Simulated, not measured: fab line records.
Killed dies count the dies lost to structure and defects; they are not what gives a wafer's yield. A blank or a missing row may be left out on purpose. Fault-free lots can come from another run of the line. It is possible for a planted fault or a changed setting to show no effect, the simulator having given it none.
Matching of chambers / flow n5 finfet / 4 sister chambers for N5_HKMG_FIN_PWFM_ALD_03 on ald metal-01
The step deposits TiN, target thk 2 nm, pulse time 1 s, purge time 3 s. 4 wafers are shown with their chamber, then 10 later ones without.

## EACH WAFER AND ITS CHAMBER
wafer=L080.2; chamber=0; heater power w (W)=812
wafer=L082.6; chamber=2; heater power w (W)=1125
wafer=L084.6; chamber=3; heater power w (W)=920
wafer=L085.4; chamber=1; heater power w (W)=943

## WAFERS WITH NO CHAMBER GIVEN
wafer=L085.5; heater power w (W)=925
wafer=L088.1; heater power w (W)=1078
wafer=L088.3; heater power w (W)=933
wafer=L088.4; heater power w (W)=919
wafer=L094.2; heater power w (W)=810
wafer=L094.4; heater power w (W)=807
wafer=L094.6; heater power w (W)=963
wafer=L096.2; heater power w (W)=957
wafer=L096.4; heater power w (W)=934
wafer=L096.6; heater power w (W)=959

## WHICH CHAMBER EACH ONE RAN IN
wafer=L085.5; from the rows above=can't be placed: 3 or 1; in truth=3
wafer=L088.1; from the rows above=2; in truth=2
wafer=L088.3; from the rows above=can't be placed: 1 or 3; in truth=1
wafer=L088.4; from the rows above=can't be placed: 3 or 1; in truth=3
wafer=L094.2; from the rows above=0; in truth=0
wafer=L094.4; from the rows above=0; in truth=0
wafer=L094.6; from the rows above=can't be placed: 1 or 3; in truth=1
wafer=L096.2; from the rows above=can't be placed: 1 or 3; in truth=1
wafer=L096.4; from the rows above=can't be placed: 1 or 3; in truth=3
wafer=L096.6; from the rows above=can't be placed: 1 or 3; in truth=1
Correctly placed: 3 of 10. Can't be placed from these rows: 7 (the true chamber is among the candidates in 7). Wrongly placed: 0.
How it was worked out, from the rows above alone: a wafer's distance from a chamber is the root of the sum, over the readings, of the square of ((its reading less the chamber's mean) divided by the reading's scatter). The wafer belongs to the nearest chamber; if the next one is less than 2 further off, it can't be placed. A chamber's mean is the mean of its shown wafers. The scatter (one wafer shown for each chamber): square how far every hidden wafer sits from the nearest shown wafer, average those squares and take the square root.
